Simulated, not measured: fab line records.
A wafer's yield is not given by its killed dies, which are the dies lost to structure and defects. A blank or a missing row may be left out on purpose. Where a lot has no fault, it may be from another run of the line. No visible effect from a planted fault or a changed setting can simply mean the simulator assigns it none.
fab line records	flow n5-finfet
[record] lots = 10	wafers = 27	last-day = 17
route steps=1938 shown SD_EPI_P@314 BEOL_M4@1071 PASSIVATION@1936
lots untouched by any fault: they come from a run of this same line in which no faults occurred
start-h: the number of hours between the record's first day and the start of the first shown wafer of the lot	wait-h: how many hours have passed since the lot's step before this one	" as in the row above	L1.1+2: a single row standing in for several wafers	- no value, or no start was given	* or withheld: withheld	< > ~ a bound
route shown NAME@n: names a module that has steps shown in the file, with the first one's number in the route	usual: mean/standard deviation taken from wafers without a fault	same: alike in all rows	chamber/n: place in a boat	sites: per-site readings	_std_site: standard deviation across them	_edge_site: inner sites' mean taken away from outer sites' mean	radius-mm: how far each site lies from the wafer's centre	mask NAME#n: copy n	behind: tool/chamber where the wafer was last shaped	hold: cause of the lot's hold/its duration in hours/its outcome	device: the transistor (n, p or np) that didn't switch	end of line: tests of these same wafers at the route's end	a step given without rows: its recipe and nothing more	killed: dies that structure and defects cost at the first sort, which is not the same as the wafer's yield	map: dies across one wafer; x = killed, . = not, _ = none there
set.NAME: the setting that was run; set.NAME@STEP: the one run at that earlier step	model.NAME: the simulator's own value behind a step, which no gauge read
route steps across a sampled set of lots; one table per step, one row per wafer
services: the hour from which a tool's chamber was out of use, counted from the record's first day as start-h (under 0 if before that day), plus the number of hours and why
[[steps]]
[step N5_SD_EPI_P_SD_RECESS_17]
[recipe] chemistry = HBr/Cl2/O2	target-depth-a = 391	bt-time-s = 3	pressure-mtorr = 10	icp-w = 800	bias-w = 112	HBr_flow_sccm = 150	Cl2_flow_sccm = 80	O2_flow_sccm = 12
[usual] drypump-motor-current-A = 5.8/0.41	oes-product-au = 1.001/0.013	throttle-valve-pct = 37.06/0.22
lot.wafer	tool	chamber	start-h	wait-h	drypump-motor-current-A	oes-product-au	rf-hours-counter-h	throttle-valve-pct
L363.2	rie-si-06	1	57.15	0.0	5.4	1.039	200	37.56
L363.3	"	0	"	"	5.9	1.019	6	36.80
L363.5	"	2	"	"	5.2	1.009	-	37.13
L366.1	rie-si-01	1	74.97	0.0	5.9	1.014	85	37.11
L366.5	"	3	"	"	6.3	0.988	-	37.09
L367.3	rie-si-01	3	77.85	0.0	6.3	0.998	33	37.08
L367.5	"	3	"	"	6.3	0.990	-	37.09
L368.1	rie-si-01	0	86.26	0.0	5.8	0.996	93	37.00
L368.4	"	2	"	"	6.2	0.985	142	37.28
L368.6	"	1	"	"	5.8	1.005	-	37.10
L370.1	rie-si-06	3	98.09	0.0	6.2	1.002	60	36.60
L370.3	"	2	"	"	5.2	1.009	85	37.14
L370.6	"	3	"	"	6.1	1.003	-	36.60
L371.2	rie-si-06	0	106.19	0.0	5.9	1.006	7	36.81
L371.4	"	1	"	"	5.3	1.001	0	37.13
L371.5	"	3	"	"	6.2	1.010	-	36.60
L372.1	rie-si-02	0	110.50	0.0	5.8	1.011	44	37.09
L372.4	"	2	"	"	4.9	0.984	30	36.98
L372.5	"	0	"	"	5.8	1.014	-	37.11
L374.1	rie-si-06	0	122.49	0.0	5.9	1.001	8	36.80
L374.4	"	1	"	"	5.4	1.005	0	37.12
L376.1	rie-si-06	2	135.30	0.0	5.2	1.018	86	37.15
L376.5	"	1	"	"	5.4	1.012	-	37.14
L376.6	"	2	"	"	5.2	1.018	-	37.14
L377.2	rie-si-06	2	141.10	0.0	5.2	1.013	86	37.16
L377.3	"	1	"	"	5.4	1.018	1	37.13
L377.5	"	3	"	"	6.2	1.009	-	36.61
[step N5_BEOL_M4_ETCH_41]
[recipe] chemistry = CH3F/O2	target = SiCN	target-depth-a = 299	taper-deg = 2	time-s = 52.5	ion-energy-ev = 120	mask-material = TiN	pressure-mtorr = 30	source-w = 395	bias-w = 75	Ar_flow_sccm = 150	CH3F_flow_sccm = 30	O2_flow_sccm = 20
[usual] drypump-motor-current-A = 5.5/0.41	mfc-ar-sccm = 150.1/0.43	oes-product-au = 0.84/0.073	rf-vpp-V = 297.6/1.9	showerhead-plenum-p-Torr = 2.02/0.075	throttle-valve-pct = 16.24/0.18
lot.wafer	tool	chamber	start-h	wait-h	drypump-motor-current-A	mfc-ar-sccm	oes-product-au	rf-hours-counter-h	rf-vpp-V	showerhead-plenum-p-Torr	throttle-valve-pct
L363.2	rie-diel-04	3	-	-	5.9	149.5	0.93	9	298.8	2.13	16.25
L363.3	"	1	"	"	6.5	149.9	0.87	51	296.5	1.96	16.54
L363.5	"	3	"	"	5.8	150.2	0.94	-	300.9	2.13	16.25
L367.3	rie-diel-01	1	-	-	5.3	149.9	0.94	4	296.6	2.05	16.04
L367.5	"	1	"	"	5.3	150.3	0.95	-	297.4	2.05	16.02
L366.1	rie-diel-01	2	-	-	5.9	150.4	0.67	249	293.5	1.89	16.56
L366.5	"	1	"	"	5.2	149.9	0.92	-	296.8	2.05	16.07
L368.1	rie-diel-03	1	-	-	5.3	150.5	0.89	43	300.1	2.13	15.97
L368.4	"	2	"	"	5.6	150.5	0.76	130	295.4	1.93	16.45
L368.6	"	1	"	"	5.3	150.1	0.88	-	299.0	2.13	15.96
L371.2	rie-diel-01	1	-	-	5.2	150.0	0.90	21	299.1	2.04	16.08
L371.4	"	3	"	"	4.9	150.0	0.88	49	296.7	2.03	16.09
L371.5	"	1	"	"	5.2	150.3	0.89	-	298.9	2.04	16.07
L370.1	rie-diel-01	3	-	-	4.9	149.2	0.87	49	299.1	2.03	16.10
L370.3	"	2	"	"	5.9	150.0	0.99	2	301.7	2.14	16.19
L370.6	"	0	"	"	5.5	150.8	0.86	-	296.3	1.97	16.22
L372.1	rie-diel-01	1	-	-	5.2	149.9	0.88	25	298.3	2.04	16.08
L372.4	"	2	"	"	5.9	151.0	0.98	6	300.8	2.14	16.18
L372.5	"	2	"	"	5.9	151.1	0.97	-	300.2	2.14	16.19
L374.1	rie-diel-04	3	-	-	5.9	150.2	0.87	37	298.5	2.12	16.30
L374.4	"	0	"	"	5.1	149.7	0.89	16	296.6	1.97	16.28
L377.2	rie-diel-01	2	-	-	6.0	150.2	0.94	16	299.5	2.13	16.20
L377.3	"	1	"	"	5.2	150.0	0.87	38	297.1	2.04	16.10
L377.5	"	1	"	"	5.3	149.6	0.86	-	297.2	2.04	16.09
L376.1	rie-diel-04	1	-	-	6.5	150.6	0.84	84	294.8	1.95	16.59
L376.5	"	1	"	"	6.5	150.8	0.84	-	296.0	1.95	16.59
L376.6	"	0	"	"	5.1	150.0	0.88	-	297.0	1.97	16.29
[step N5_BEOL_M4_CD_MEAS_35]
[recipe] target-cd-nm = 18	target-cd-y-nm = 22.4	polarity = opening
[usual] cd-nm = 18.0/0.33
lot.wafer	tool	chamber	start-h	wait-h	cd-nm
L363.2	cd-sem-03	-	181.32	0.0	18.2
L363.3	"	-	"	"	18.0
L363.5	"	-	"	"	17.8
L367.3	cd-sem-02	-	188.14	0.0	18.4
L367.5	"	-	"	"	18.2
L366.1	cd-sem-01	-	204.09	0.0	18.3
L366.5	"	-	"	"	17.6
L368.1	cd-sem-03	-	204.95	0.0	18.1
L368.4	"	-	"	"	18.0
L368.6	"	-	"	"	18.7
L371.2	cd-sem-01	-	233.17	0.0	17.7
L371.4	"	-	"	"	18.1
L371.5	"	-	"	"	18.0
L370.1	cd-sem-02	-	233.74	0.0	17.8
L370.3	"	-	"	"	18.4
L370.6	"	-	"	"	17.7
L372.1	cd-sem-02	-	246.18	0.0	17.6
L372.4	"	-	"	"	17.4
L372.5	"	-	"	"	18.0
L374.1	cd-sem-01	-	270.86	0.0	18.4
L374.4	"	-	"	"	17.9
L377.2	cd-sem-01	-	278.58	0.0	18.2
L377.3	"	-	"	"	18.5
L377.5	"	-	"	"	18.2
L376.1	cd-sem-01	-	285.25	0.0	18.3
L376.5	"	-	"	"	17.9
L376.6	"	-	"	"	18.2
[step N5_BEOL_M4_SURFACE_TREAT_85]
[recipe] gas = Ar	time-s = *	ion-energy-ev = *	ion-current-ma-cm2 = 0.5	pressure-mtorr = *	ar-flow-sccm = 30
[usual] throttle-valve-pct = *
lot.wafer	tool	chamber	start-h	wait-h	throttle-valve-pct
L363.2	pvd-sputter-02	-	182.47	0.2	*
L363.3	"	-	"	"	*
L363.5	"	-	"	"	*
L367.3	pvd-sputter-01	-	188.95	0.1	*
L367.5	"	-	"	"	*
L366.1	pvd-sputter-03	-	205.48	0.2	*
L366.5	"	-	"	"	*
L368.1	pvd-sputter-03	-	205.76	0.2	*
L368.4	"	-	"	"	*
L368.6	"	-	"	"	*
L371.2	pvd-sputter-03	-	234.30	0.2	*
L371.4	"	-	"	"	*
L371.5	"	-	"	"	*
L370.1	pvd-sputter-01	-	234.54	0.1	*
L370.3	"	-	"	"	*
L370.6	"	-	"	"	*
L372.1	pvd-sputter-01	-	246.63	0.1	*
L372.4	"	-	"	"	*
L372.5	"	-	"	"	*
L374.1	pvd-sputter-02	-	271.32	0.1	*
L374.4	"	-	"	"	*
L377.2	pvd-sputter-03	-	279.21	0.1	*
L377.3	"	-	"	"	*
L377.5	"	-	"	"	*
L376.1	pvd-sputter-03	-	286.23	0.4	*
L376.5	"	-	"	"	*
L376.6	"	-	"	"	*
[step N5_BEOL_M4_RC_MEAS_101]
[usual] CJ_P = 5.82/0.23	DIBL_N = 36.5/1.9	DIBL_P = 36.4/2.2	IOFF_N = 0.17/0.034	IOFF_P = 0.21/0.036	ION_N = 678/12	ION_P = 462/7.1	REXT_P = 99.3/2.3	SS_N = 71.7/0.61	SS_P = 73.4/0.71	VT_N = 249/3.5	VT_P = -251/3	VT_P_LVT = -98.7/2.8
lot.wafer	tool	chamber	start-h	wait-h	CJ_P	DIBL_N[mV/V]	DIBL_P[mV/V]	IOFF_N[nA/um]	IOFF_P[nA/um]	ION_N[uA/um]	ION_P[uA/um]	REXT_P[ohm.um]	SS_N[mV/dec]	SS_P[mV/dec]	VT_N[mV]	VT_P[mV]	VT_P_LVT[mV]
L363.2	prober-01	0	185.84	0.2	5.71	37.7	37.9	0.21	0.25	689	467	101.6	72.5	74.7	244	-249	-95.1
L363.3	"	0	"	"	5.69	36.6	37.3	0.18	0.23	679	465	100.8	71.9	74.8	248	-250	-95.2
L363.5	"	0	"	"	5.57	37.5	37.5	0.19	0.23	683	461	101.4	72.7	73.5	246	-251	-96.8
L367.3	prober-01	0	193.03	0.3	5.98	34.2	34.7	0.15	0.20	675	464	99.7	70.5	72.9	249	-249	-94.0
L367.5	"	0	"	"	5.48	34.4	34.6	0.15	0.20	676	471	99.0	70.9	73.6	250	-248	-93.5
L366.1	prober-01	0	208.65	0.0	6.02	32.0	31.3	0.11	0.16	660	462	99.5	70.6	72.4	256	-253	-101.9
L366.5	"	0	"	"	5.94	36.2	37.0	0.19	0.25	694	475	99.7	71.7	73.5	246	-248	-96.0
L368.1	prober-02	0	209.41	0.0	5.57	38.1	38.5	0.20	0.25	687	464	103.6	71.9	73.6	246	-249	-96.5
L368.4	"	0	"	"	5.35	35.4	33.8	0.14	0.18	670	456	105.1	71.4	72.7	251	-252	-100.8
L368.6	"	0	"	"	5.78	39.0	39.9	0.22	0.28	688	473	102.3	72.3	74.6	245	-248	-95.1
L371.2	prober-01	0	237.59	0.2	5.87	36.3	34.0	0.13	0.17	664	456	97.4	70.8	72.6	253	-258	-101.4
L371.4	"	0	"	"	5.49	36.0	33.9	0.13	0.16	671	453	97.8	70.9	73.0	252	-255	-101.7
L371.5	"	0	"	"	6.18	35.0	32.9	0.12	0.16	658	458	96.2	71.3	72.2	256	-256	-100.9
L370.1	prober-02	0	238.07	0.0	6.02	34.9	34.9	0.15	0.20	681	470	101.1	71.3	73.2	247	-250	-99.1
L370.3	"	0	"	"	5.71	35.3	33.9	0.15	0.19	666	458	102.9	71.8	72.7	249	-248	-100.1
L370.6	"	0	"	"	5.95	34.3	33.7	0.14	0.19	667	469	102.2	71.0	72.7	250	-253	-99.3
L372.1	prober-01	0	249.88	0.0	5.82	38.7	38.9	0.20	0.23	692	470	98.2	72.4	74.4	244	-250	-97.5
L372.4	"	0	"	"	5.93	37.5	38.0	0.18	0.21	691	467	98.2	72.1	73.2	249	-252	-99.2
L372.5	"	0	"	"	5.78	36.0	35.6	0.14	0.17	664	457	98.9	71.6	73.2	254	-256	-101.8
L374.1	prober-02	0	274.55	0.0	6.00	35.0	34.6	0.12	0.17	667	456	100.7	71.5	72.6	256	-254	-101.4
L374.4	"	0	"	"	6.18	35.8	35.2	0.13	0.18	664	452	102.4	71.1	72.2	254	-252	-100.7
L377.2	prober-02	0	282.68	0.2	3.19	39.9	38.5	0.25	0.20	707	414	108.5	72.9	74.8	245	-256	-102.0
L377.3	"	0	"	"	3.87	35.5	32.8	0.16	0.13	663	407	109.7	71.0	73.1	251	-259	-105.7
L377.5	"	0	"	"	3.87	37.2	34.6	0.18	0.16	674	418	107.1	72.1	73.9	249	-257	-105.4
L376.1	prober-01	0	289.49	0.0	3.39	37.5	34.1	0.16	0.12	668	400	109.8	72.7	72.9	253	-267	-109.9
L376.5	"	0	"	"	3.68	38.6	37.0	0.19	0.16	682	402	106.6	71.7	73.0	247	-259	-107.6
L376.6	"	0	"	"	3.51	37.2	35.1	0.16	0.13	672	405	109.4	72.5	72.7	254	-261	-110.7
[step N5_PASSIVATION_PROBE_49]
[usual] defect-limited-yield = 91.0/1.5	killed_at_M0_to_M3 = 35/11	killed_at_M4_up = 13/5	killed-at-contacts = 12/5.9	killed-at-front-end = 42/13	killed-at-other = 3/3.2	killed-dies = 106/18	killed-open = 69/13	killed-short = 35/8.9	sort_bin_5_function = 5.2/0.95	sort_bin_6_memory = 3.3/0.71	sort_bin_8_speed = 0.00/0.016	sort-n-pass = 1074/18	sort-yield-pct = 91.0/1.5
[same] gross-dies = 1180	killed-at-back-side = 0	sort_bin_4_leakage[%] = 0
lot.wafer	tool	chamber	start-h	wait-h	defect-limited-yield[%]	killed_at_M0_to_M3	killed_at_M4_up	killed-at-contacts	killed-at-front-end	killed-at-other	killed-dies	killed-open	killed-short	sort_bin_5_function[%]	sort_bin_6_memory[%]	sort_bin_8_speed[%]	sort-n-pass	sort-yield-pct[%]
L363.2	prober-02	-	304.75	0.1	92.5	21	9	13	43	3	89	56	33	4.1	3.2	0	1091	92.5
L363.3	prober-02	-	304.80	0.1	91.5	35	6	17	41	1	100	75	25	5.5	2.5	0	1080	91.5
L363.5	prober-02	-	304.90	0.2	90.9	34	12	25	34	2	107	76	31	5.0	3.6	0	1073	90.9
L367.3	prober-01	-	320.48	0.1	91.8	32	16	18	31	0	97	65	32	4.3	3.5	0	1083	91.8
L367.5	prober-01	-	320.58	0.2	91.2	29	19	8	48	0	104	73	25	4.4	3.6	0	1076	91.2
L366.1	prober-01	-	323.83	0.0	91.4	32	9	10	48	3	102	64	38	4.8	3.5	0	1078	91.4
L366.5	prober-01	-	324.03	0.2	90.8	27	19	10	47	6	109	65	43	5.2	3.4	0	1071	90.8
L371.4	prober-01	-	354.16	0.2	90.0	39	21	20	36	2	118	74	44	6.2	3.2	0	1062	90.0
L372.1	prober-02	-	363.27	0.0	90.4	49	14	6	32	12	113	65	47	5.3	3.5	0	1067	90.4
L372.4	prober-02	-	363.42	0.2	88.6	66	8	5	54	1	134	86	47	6.8	4.2	0	1046	88.6
L372.5	prober-02	-	363.47	0.2	92.5	43	17	6	21	2	89	53	33	4.3	3.2	0	1091	92.5
L374.4	prober-02	-	390.75	0.2	87.1	38	12	16	84	2	152	105	47	8.1	4.4	0	1028	87.1
L377.2	prober-01	-	392.09	0.1	90.8	30	14	7	55	3	109	72	37	6.4	2.6	84.32	76	6.4
L377.3	prober-01	-	392.14	0.1	91.0	28	13	8	47	10	106	75	28	4.8	3.5	91.02	0	0
L377.5	prober-01	-	392.24	0.2	91.5	31	15	17	32	5	100	70	30	4.6	3.6	87.54	47	4.0
L376.1	prober-01	-	409.01	0.0	91.0	36	9	18	39	4	106	73	32	5.0	3.8	91.02	0	0
L376.5	prober-01	-	409.21	0.2	89.5	26	11	14	71	2	124	91	30	6.1	4.2	89.15	4	0.3
L376.6	prober-01	-	409.26	0.3	92.5	27	10	4	47	1	89	62	24	4.0	2.9	92.46	0	0
// killed by level:class
L363.2 FIN_SAQP:geometric-particle:short=13 STI_FIN_REVEAL:geometric-particle:open=12 MOL_CONTACT_COAG:geometric-particle:open=10 FIN_SAQP:geometric-particle:open=8 DUMMY_GATE:geometric-particle:open=6 BEOL_M2:geometric-particle:open=6 BEOL_M0_SAQP:geometric-particle:short=4 BEOL_M4:geometric-particle:open=4
L363.3 MOL_CONTACT_COAG:geometric-particle:open=15 STI_FIN_REVEAL:geometric-particle:open=14 BEOL_M0_SAQP:geometric-particle:open=8 BEOL_M1:geometric-particle:open=8 FIN_SAQP:geometric-particle:open=7 BEOL_M2:geometric-particle:open=5 STARTING-WAFER:geometric-particle:short=4 DUMMY_GATE:geometric-particle:open=4
L363.5 MOL_CONTACT_COAG:geometric-particle:open=17 STI_FIN_REVEAL:geometric-particle:open=13 BEOL_M3:geometric-particle:open=10 MOL_CONTACT_COAG:geometric-particle:short=8 FIN_SAQP:geometric-particle:short=7 BEOL_M4:geometric-particle:open=7 FIN_SAQP:geometric-particle:open=6 BEOL_M0_SAQP:geometric-particle:open=6
L367.3 MOL_CONTACT_COAG:geometric-particle:open=15 BEOL_M4:geometric-particle:open=9 BEOL_M3:geometric-particle:open=8 FIN_SAQP:geometric-particle:open=7 GATE_CUT:geometric-particle:short=5 BEOL_M1:geometric-particle:open=5 BEOL_M2:geometric-particle:open=5 BEOL_M2:geometric-particle:short=5
L367.5 FIN_SAQP:geometric-particle:open=10 BEOL_M4:geometric-particle:open=9 BEOL_M2:geometric-particle:open=8 DUMMY_GATE:geometric-particle:open=7 BEOL_M3:geometric-particle:open=7 MOL_CONTACT_COAG:geometric-particle:open=6 STI_FIN_REVEAL:geometric-particle:open=6 HKMG_FIN:area-etch=6
L366.1 BEOL_M3:geometric-particle:open=10 SPACER0:geometric-particle:open=9 FIN_SAQP:geometric-particle:short=8 STI_FIN_REVEAL:geometric-particle:open=8 MOL_CONTACT_COAG:geometric-particle:open=7 BEOL_M2:geometric-particle:open=6 GATE_CUT:geometric-particle:short=5 STI_FIN_REVEAL:geometric-particle:short=4
L366.5 FIN_SAQP:geometric-particle:short=16 FIN_SAQP:geometric-particle:open=11 BEOL_M4:geometric-particle:open=8 MOL_CONTACT_COAG:geometric-particle:open=8 STI_FIN_REVEAL:geometric-particle:open=7 BEOL_M3:geometric-particle:short=6 BEOL_M0_SAQP:geometric-particle:short=4 BEOL_M0:geometric-particle:open=3
L371.4 MOL_CONTACT_COAG:geometric-particle:open=18 FIN_SAQP:geometric-particle:short=14 BEOL_M0_SAQP:geometric-particle:short=14 BEOL_M0_SAQP:geometric-particle:open=12 STI_FIN_REVEAL:geometric-particle:open=8 BEOL_M4:geometric-particle:open=7 BEOL_M2:geometric-particle:open=6 BEOL_M5:geometric-particle:open=4
L372.1 FIN_SAQP:geometric-particle:open=12 BEOL_M3:geometric-particle:open=11 BEOL_M0_SAQP:geometric-particle:short=9 FIN_SAQP:geometric-particle:short=7 BEOL_M2:geometric-particle:short=7 BEOL_M0_SAQP:geometric-particle:open=6 MIM_TOP_ETCH:geometric-particle:open=6 MOL_CONTACT_COAG:geometric-particle:open=5
L372.4 FIN_SAQP:geometric-particle:open=16 BEOL_M1:geometric-particle:open=13 STI_FIN_REVEAL:geometric-particle:open=11 BEOL_M0_SAQP:geometric-particle:short=11 BEOL_M0_SAQP:geometric-particle:open=10 FIN_SAQP:geometric-particle:short=8 BEOL_M3:geometric-particle:open=7 BEOL_M2:geometric-particle:open=6
L372.5 BEOL_M1:geometric-particle:open=9 BEOL_M0_SAQP:geometric-particle:short=8 BEOL_M3:geometric-particle:open=6 MOL_CONTACT_COAG:geometric-particle:open=5 BEOL_M1:geometric-particle:short=5 BEOL_M3:geometric-particle:short=5 STI_FIN_REVEAL:geometric-particle:open=4 BEOL_M0_SAQP:geometric-particle:open=4
L374.4 STI_FIN_REVEAL:geometric-particle:open=29 FIN_SAQP:geometric-particle:short=18 BEOL_M3:geometric-particle:open=15 MOL_CONTACT_COAG:geometric-particle:open=12 FIN_SAQP:geometric-particle:open=8 BEOL_M1:geometric-particle:open=7 GATE_CUT:geometric-particle:short=7 BEOL_M2:geometric-particle:open=7
L377.2 FIN_SAQP:geometric-particle:open=18 FIN_SAQP:geometric-particle:short=8 DUMMY_GATE:geometric-particle:open=7 STI_FIN_REVEAL:geometric-particle:open=6 BEOL_M1:geometric-particle:open=6 BEOL_M6:geometric-particle:open=5 GATE_CUT:geometric-particle:short=5 MOL_CONTACT_COAG:geometric-particle:open=5
L377.3 FIN_SAQP:geometric-particle:open=18 BEOL_M3:geometric-particle:open=11 STI_FIN_REVEAL:geometric-particle:open=10 MOL_CONTACT_COAG:geometric-particle:open=6 FIN_SAQP:geometric-particle:short=5 BEOL_M0_SAQP:geometric-particle:short=5 BEOL_M4:geometric-particle:open=5 BEOL_M1:geometric-particle:open=4
L377.5 FIN_SAQP:geometric-particle:open=13 MOL_CONTACT_COAG:geometric-particle:open=13 BEOL_M4:geometric-particle:open=10 BEOL_M1:geometric-particle:open=7 BEOL_M3:geometric-particle:open=7 FIN_SAQP:geometric-particle:short=5 GATE_CUT:geometric-particle:short=4 MOL_CONTACT_COAG:geometric-particle:short=4
L376.1 MOL_CONTACT_COAG:geometric-particle:open=12 FIN_SAQP:geometric-particle:open=11 BEOL_M0_SAQP:geometric-particle:short=10 DUMMY_GATE:geometric-particle:open=9 FIN_SAQP:geometric-particle:short=6 BEOL_M0_SAQP:geometric-particle:open=6 BEOL_M1:geometric-particle:open=6 BEOL_M2:geometric-particle:open=6
L376.5 FIN_SAQP:geometric-particle:open=26 MOL_CONTACT_COAG:geometric-particle:open=13 FIN_SAQP:geometric-particle:short=9 STI_FIN_REVEAL:geometric-particle:open=9 DUMMY_GATE:geometric-particle:open=8 BEOL_M0_SAQP:geometric-particle:open=8 GATE_CUT:geometric-particle:short=5 BEOL_M3:geometric-particle:open=5
L376.6 FIN_SAQP:geometric-particle:open=12 DUMMY_GATE:geometric-particle:open=8 BEOL_M2:geometric-particle:open=8 BEOL_M4:geometric-particle:open=5 BEOL_M0_SAQP:geometric-particle:short=5 STARTING-WAFER:geometric-particle:short=4 MOL_CONTACT_COAG:geometric-particle:open=4 FIN_SAQP:geometric-particle:short=4
[[services]]
tool	chamber	start-h	hours	kind
rie-diel-04	3	35.70	3.2	repair
rie-diel-01	1	44.79	3.1	repair
rie-si-06	3	54.54	12.4	repair
pvd-sputter-02	-	66.26	4.4	repair
rie-diel-04	1	80.43	8.6	repair
rie-diel-01	2	88.49	2.0	repair
pvd-sputter-02	-	111.05	11.4	repair
rie-diel-03	-	111.08	2.8	pm
pvd-sputter-01	-	117.23	4.4	repair
pvd-sputter-01	-	123.44	20.3	repair
pvd-sputter-02	-	125.09	1.1	repair
rie-diel-03	1	141.39	6.8	repair
rie-diel-03	0	149.41	9.5	repair
pvd-sputter-03	-	157.03	5.4	repair
rie-diel-04	2	165.85	1.5	repair
rie-si-01	1	167.47	8.7	repair
rie-diel-04	0	170.71	17.3	repair
rie-diel-01	3	183.63	4.1	repair
rie-si-02	1	185.99	5.2	repair
rie-si-06	-	197.51	14.6	pm
pvd-sputter-02	-	229.10	4.9	repair
rie-diel-01	-	238.21	2.8	pm
rie-diel-01	2	246.55	8.5	repair
pvd-sputter-01	-	264.67	2.1	repair
[[key]]
[first-sign] step = N5_BEOL_M4_RC_MEAS_101	reading = CJ_P	direction = down	sigmas = 9.6	usual = 5.82	struck = 3.58
[effect] step = N5_BEOL_M4_RC_MEAS_101	reading = ION_P	direction = down	sigmas = 7.6	usual = 462	struck = 408
[effect] step = N5_BEOL_M4_RC_MEAS_101	reading = REXT_P	direction = up	sigmas = 3.9	usual = 99.3	struck = 108.5
[effect] step = N5_BEOL_M4_RC_MEAS_101	reading = VT_P_LVT	direction = down	sigmas = 2.9	usual = -98.7	struck = -106.9
[effect] step = N5_BEOL_M4_RC_MEAS_101	reading = VT_P	direction = down	sigmas = 2.8	usual = -251	struck = -260
[effect] step = N5_BEOL_M4_RC_MEAS_101	reading = IOFF_P	direction = down	sigmas = 1.6	usual = 0.21	struck = 0.15	wafers-moved = 1
[effect] step = N5_PASSIVATION_PROBE_49	reading = sort_bin_8_speed	direction = up	sigmas = 99+	usual = 0.00	struck = 89.25
met-at N5_SD_EPI_P_SD_RECESS_17
struck-lots L376,L377
not-acting-at N5_BEOL_M4_ETCH_41,N5_BEOL_M4_CD_MEAS_35,N5_BEOL_M4_SURFACE_TREAT_85
onset-between 122.49 135.30
also-fits time
[fault] kind = process-parameter-drift	tool = rie-si-06	chamber = -	onset-h = 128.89	steps = N5_SD_EPI_P_SD_RECESS_17	channel = target-depth-a	offset = -95.907	shape = step	end-h = 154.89	acts-in = these-recipes-only	stated = 391
